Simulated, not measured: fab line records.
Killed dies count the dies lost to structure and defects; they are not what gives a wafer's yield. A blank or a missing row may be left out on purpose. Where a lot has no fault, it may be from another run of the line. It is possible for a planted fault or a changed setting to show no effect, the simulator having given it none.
Chamber matching || flow n5 finfet || N5_BEOL_M6_ILD_DEP_00 on pecvd-02 has 3 sister chambers
The step deposits SiCOH lowk from DEMS/porogen, target thk 179.75 nm, time 33.4 s. 18 wafers are shown with their chamber, then 9 later ones without.

EACH WAFER AND ITS CHAMBER
{"wafer": "L074.4", "chamber": 2, "throttle valve pct (%)": 14.0, "showerhead plenum p Torr (Torr)": 5.718, "heater power w (W)": 247}
{"wafer": "L074.5", "chamber": 1, "throttle valve pct (%)": 15.5, "showerhead plenum p Torr (Torr)": 5.742, "heater power w (W)": 264}
{"wafer": "L074.6", "chamber": 0, "throttle valve pct (%)": 14.7, "showerhead plenum p Torr (Torr)": 5.710, "heater power w (W)": 293}
{"wafer": "L079.2", "chamber": 2, "throttle valve pct (%)": 13.8, "showerhead plenum p Torr (Torr)": 5.723, "heater power w (W)": 282}
{"wafer": "L079.4", "chamber": 1, "throttle valve pct (%)": 15.4, "showerhead plenum p Torr (Torr)": 5.746, "heater power w (W)": 283}
{"wafer": "L079.5", "chamber": 2, "throttle valve pct (%)": 13.8, "showerhead plenum p Torr (Torr)": 5.717, "heater power w (W)": 276}
{"wafer": "L081.3", "chamber": 0, "throttle valve pct (%)": 14.7, "showerhead plenum p Torr (Torr)": 5.713, "heater power w (W)": 244}
{"wafer": "L081.4", "chamber": 1, "throttle valve pct (%)": 15.2, "showerhead plenum p Torr (Torr)": 5.745, "heater power w (W)": 294}
{"wafer": "L081.5", "chamber": 1, "throttle valve pct (%)": 15.5, "showerhead plenum p Torr (Torr)": 5.745, "heater power w (W)": 233}
{"wafer": "L083.3", "chamber": 2, "throttle valve pct (%)": 14.1, "showerhead plenum p Torr (Torr)": 5.730, "heater power w (W)": 277}
{"wafer": "L083.4", "chamber": 0, "throttle valve pct (%)": 14.5, "showerhead plenum p Torr (Torr)": 5.715, "heater power w (W)": 255}
{"wafer": "L083.5", "chamber": 2, "throttle valve pct (%)": 14.1, "showerhead plenum p Torr (Torr)": 5.731, "heater power w (W)": 280}
{"wafer": "L085.2", "chamber": 2, "throttle valve pct (%)": 14.0, "showerhead plenum p Torr (Torr)": 5.726, "heater power w (W)": 281}
{"wafer": "L085.4", "chamber": 1, "throttle valve pct (%)": 15.4, "showerhead plenum p Torr (Torr)": 5.752, "heater power w (W)": 238}
{"wafer": "L085.5", "chamber": 0, "throttle valve pct (%)": 14.8, "showerhead plenum p Torr (Torr)": 5.716, "heater power w (W)": 237}
{"wafer": "L087.1", "chamber": 2, "throttle valve pct (%)": 14.1, "showerhead plenum p Torr (Torr)": 5.728, "heater power w (W)": 236}
{"wafer": "L087.2", "chamber": 1, "throttle valve pct (%)": 15.4, "showerhead plenum p Torr (Torr)": 5.744, "heater power w (W)": 253}
{"wafer": "L087.3", "chamber": 0, "throttle valve pct (%)": 14.6, "showerhead plenum p Torr (Torr)": 5.715, "heater power w (W)": 273}

SIGNATURES, as means of the wafers listed above
{"reading": "throttle valve pct", "chamber 0": 14.660, "chamber 1": 15.400, "chamber 2": 13.986, "scatter within a chamber": 0.121}
{"reading": "showerhead plenum p Torr", "chamber 0": 5.71380, "chamber 1": 5.74567, "chamber 2": 5.72471, "scatter within a chamber": 0.00422}
{"reading": "heater power w", "chamber 0": 260.40, "chamber 1": 260.83, "chamber 2": 268.43, "scatter within a chamber": 21.8}
Rule: for each reading, subtract the chamber's mean from the wafer's reading, divide by that reading's scatter and square the result; add these up over the readings and take the root, which gives the wafer's distance from the chamber. The wafer belongs to the nearest chamber; if the next one is less than 2 further off, it can't be placed. The scatter: take each reading less its chamber's mean, square it, sum over the shown wafers, divide by the number of wafers less the number of chambers, and take the root.

WAFERS WHOSE CHAMBER IS MISSING
{"wafer": "L090.3", "throttle valve pct (%)": 15.4, "showerhead plenum p Torr (Torr)": 5.747, "heater power w (W)": 245}
{"wafer": "L090.4", "throttle valve pct (%)": 13.8, "showerhead plenum p Torr (Torr)": 5.722, "heater power w (W)": 287}
{"wafer": "L090.6", "throttle valve pct (%)": 14.8, "showerhead plenum p Torr (Torr)": 5.704, "heater power w (W)": 307}
{"wafer": "L092.1", "throttle valve pct (%)": 15.5, "showerhead plenum p Torr (Torr)": 5.746, "heater power w (W)": 296}
{"wafer": "L092.2", "throttle valve pct (%)": 14.7, "showerhead plenum p Torr (Torr)": 5.723, "heater power w (W)": 285}
{"wafer": "L092.3", "throttle valve pct (%)": 14.3, "showerhead plenum p Torr (Torr)": 5.717, "heater power w (W)": 275}
{"wafer": "L096.3", "throttle valve pct (%)": 14.8, "showerhead plenum p Torr (Torr)": 5.711, "heater power w (W)": 290}
{"wafer": "L096.4", "throttle valve pct (%)": 15.5, "showerhead plenum p Torr (Torr)": 5.736, "heater power w (W)": 251}
{"wafer": "L096.6", "throttle valve pct (%)": 14.7, "showerhead plenum p Torr (Torr)": 5.723, "heater power w (W)": 298}

THE CHAMBER EACH PASSED THROUGH
{"wafer": "L090.3", "from the rows above": 1, "in truth": 1}
{"wafer": "L090.4", "from the rows above": 2, "in truth": 2}
{"wafer": "L090.6", "from the rows above": 0, "in truth": 0}
{"wafer": "L092.1", "from the rows above": 1, "in truth": 1}
{"wafer": "L092.2", "from the rows above": 0, "in truth": 0}
{"wafer": "L092.3", "from the rows above": "can't be placed: 0 or 2", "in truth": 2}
{"wafer": "L096.3", "from the rows above": 0, "in truth": 0}
{"wafer": "L096.4", "from the rows above": 1, "in truth": 1}
{"wafer": "L096.6", "from the rows above": 0, "in truth": 0}
Correctly placed: 8 of 9. Can't be placed from these rows: 1 (the true chamber is among the candidates in 1). Placed wrongly: 0.
